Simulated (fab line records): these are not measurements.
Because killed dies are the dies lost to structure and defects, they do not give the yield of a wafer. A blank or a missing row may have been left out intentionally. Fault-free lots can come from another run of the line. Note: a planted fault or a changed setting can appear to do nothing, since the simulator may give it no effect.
Matching of chambers    flow n5 finfet    N5_BEOL_M10_CURE_71 on uv cure-02: 3 sister chambers
The step cures SiCOH lowk, time 240 s. 3 wafers are shown with their chamber, then 10 later ones without.

## WAFERS, EACH WITH ITS CHAMBER
wafer   chamber  wafer_temp_C_max
L078.6  0        386.9
L082.5  1        386.9
L086.3  2        386.1

## WAFERS WHOSE CHAMBER IS MISSING
wafer   wafer_temp_C_max
L086.6  386.2
L087.2  387.1
L087.3  386.4
L087.5  386.8
L093.3  386.5
L093.5  385.9
L093.6  386.3
L096.1  388.6
L096.2  387.0
L096.4  387.5

## THE CHAMBER EACH PASSED THROUGH
wafer   from the rows above           in truth
L086.6  can't be placed: 2 or 0 or 1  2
L087.2  can't be placed: 0 or 1 or 2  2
L087.3  can't be placed: 2 or 0 or 1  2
L087.5  can't be placed: 0 or 1 or 2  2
L093.3  can't be placed: 0 or 1 or 2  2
L093.5  can't be placed: 2 or 0 or 1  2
L093.6  can't be placed: 2 or 0 or 1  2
L096.1  can't be placed: 0 or 1 or 2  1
L096.2  can't be placed: 0 or 1 or 2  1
L096.4  can't be placed: 0 or 1 or 2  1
Correct placement for 0 of the 10. Not placeable from these rows: 10 (in 10, the candidates include the true chamber). Placed wrongly: 0.
How it was worked out, from the rows above alone: a wafer's distance from a chamber is the root of the sum, over the readings, of the square of ((its reading less the chamber's mean) divided by the reading's scatter). If the next closest chamber is less than 2 further off than the closest, the wafer can't be placed; otherwise it belongs to the closest. A chamber's mean is the mean of its shown wafers. The scatter: root of mean squared gap, hidden wafer to nearest shown wafer, with one shown wafer a chamber.
